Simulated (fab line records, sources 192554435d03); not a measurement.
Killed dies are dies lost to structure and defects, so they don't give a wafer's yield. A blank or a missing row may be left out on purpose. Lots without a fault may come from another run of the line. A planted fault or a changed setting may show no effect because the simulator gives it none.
A struck lot beside a sound one | flow n5_finfet | 14 steps out of a route of 1938
Sound: wafers L760.2, L760.3, L760.6. Struck: wafers L754.1, L754.3, L754.6. The cause comes at the end.
At each step with rows: each side's tool, then ch and its chambers, then its first start. Under that, the readings that differ: sound wafers | struck wafers | difference of the means | sigmas: that difference in standard deviations of wafers without a fault.
alike: readings whose means differ by less than 2 such deviations, and words and numbers that are the same on both sides. not compared: withheld readings, readings that some wafer has no value for, bounds like >300 that may hide the same value, and numbers for which the record gives no deviation and whose values overlap.
The two part at a step that has a row with sigmas, a row that says differs or no value, or rows on one side only. Numbers that don't overlap but have no deviation are shown without sigmas and don't part them. A reading that every wafer of one side lacks parts them only if that side has two wafers or more.

first, 1 step without rows for these wafers: N5_BEOL_M12_HARDBAKE_14 (time 120 s).
N5_BEOL_M12_CD_MEAS_10: target cd 140 nm.
  sound on cd_sem-01 ch 0, day 14 23:15; struck on cd_sem-03 ch 0, day 13 04:02
  alike: cd_nm
N5_BEOL_M12_OVL_MEAS_11:
  sound on overlay-01 ch 0, day 14 23:16; struck on overlay-02 ch 0, day 13 04:04
  alike: V11_OVL
N5_BEOL_M12_INSPECT_12: inspects for defects (macro).
  sound on defect_inspect-02, day 14 23:18; struck on defect_inspect-02, day 13 04:06
  alike: raw_defect_count
N5_BEOL_M12_DESCUM_15: chemistry O2, time 7.9 s.
  sound on rie_diel-06 ch 0,1,2, day 14 23:20; struck on rie_diel-03 ch 2,3, day 13 04:09
  reading                         | sound          | struck         | difference | sigmas
  showerhead_plenum_p_Torr (Torr) | 1.99 2.00 2.06 | 2.21 2.13 2.21 | +0.17      | +3
  alike: drypump_motor_current_A, o2_flow_sccm, oes_product_au, rf_vpp_V, throttle_valve_pct
  not compared: rf_hours_counter_h
N5_BEOL_M12_ETCH_59: etches BARC in N2/H2, target depth 89 nm, overetch 26.7 nm, time 67.9 s.
  sound on rie_diel-06 ch 0,1,2, day 14 23:22; struck on rie_diel-03 ch 2,3, day 13 04:11
  reading                         | sound             | struck            | difference | sigmas
  oes_product_au (a.u.)           | 0.60 0.65 0.60    | 0.72 0.77 0.71    | +0.12      | +2
  rf_vpp_V (V)                    | 520.5 522.6 522.4 | 525.5 526.4 530.0 | +5.5       | +3
  showerhead_plenum_p_Torr (Torr) | 2.43 2.44 2.51    | 2.69 2.60 2.69    | +0.20      | +3
  alike: drypump_motor_current_A, h2_flow_sccm, n2_flow_sccm, throttle_valve_pct
  not compared: rf_hours_counter_h
N5_BEOL_M12_VIA_ETCH_16: etches SiOC in C4F8/O2/Ar, target depth 724.8 nm.
  sound on rie_diel-06 ch 0,1,2, day 14 23:25; struck on rie_diel-03 ch 2,3, day 13 04:14
  reading                         | sound             | struck            | difference | sigmas
  oes_product_au (a.u.)           | 0.64 0.69 0.63    | 0.74 0.80 0.76    | +0.11      | +2
  rf_vpp_V (V)                    | 661.9 660.6 663.6 | 672.6 668.8 669.9 | +8.4       | +3
  showerhead_plenum_p_Torr (Torr) | 3.26 3.30 3.38    | 3.61 3.47 3.61    | +0.25      | +3
  alike: drypump_motor_current_A, throttle_valve_pct
N5_BEOL_M12_STRIP_63: strips in N2/H2.
  sound on plasma_asher-02 ch 0, day 14 23:37; struck on plasma_asher-01 ch 0,1, day 13 04:26
  reading             | sound          | struck         | difference | sigmas
  h2_flow_sccm (sccm) | 3226 3241 3231 | 3256 3264 3254 | +25        | +3
  alike: drypump_motor_current_A, heater_power_w, n2_flow_sccm, oes_product_au, strip_time_to_endpoint_s
  not compared: rf_hours_counter_h
N5_BEOL_M12_STRIP_64: strips in N2/H2.
  sound on plasma_asher-02 ch 0, day 14 23:41; struck on plasma_asher-01 ch 0,1, day 13 04:29
  alike: drypump_motor_current_A, h2_flow_sccm, heater_power_w, n2_flow_sccm, oes_product_au, strip_time_to_endpoint_s
  not compared: rf_hours_counter_h
then, 2 steps without rows for these wafers: N5_BEOL_M12_STRIP_71 (strips in post etch residue remover, time 60 s); N5_BEOL_M12_SRD_72 (time 30 s, dry time 30 s).
N5_BEOL_M12_CD_MEAS_17: target cd 140 nm.
  sound on cd_sem-01, day 14 23:50; struck on cd_sem-01, day 13 04:38
  alike: cd_nm
N5_BEOL_M12_COAT_65: time 60 s, resist thk 300 nm.
  sound on litho_track-01 ch 0, day 14 23:52; struck on litho_track-05 ch 0, day 13 04:41
  reading                                   | sound                | struck               | difference | sigmas
  spin_speed_rpm (rpm)                      | 1500.2 1501.5 1502.0 | 1456.6 1456.2 1455.2 | -45.2      | -47
  model.SOC_of_BEOL_M12_COAT_65.thk_nm (nm) | 299 299.4 299.2      | 304.4 304.2 304.6    | +5.2       |
then, 1 step without rows for these wafers: N5_BEOL_M12_COAT_66 (time 60 s, resist thk 110 nm).

WHERE THEY PART
First at N5_BEOL_M12_DESCUM_15; last, within this record, at N5_BEOL_M12_COAT_65.

WHY: what the simulator had put in
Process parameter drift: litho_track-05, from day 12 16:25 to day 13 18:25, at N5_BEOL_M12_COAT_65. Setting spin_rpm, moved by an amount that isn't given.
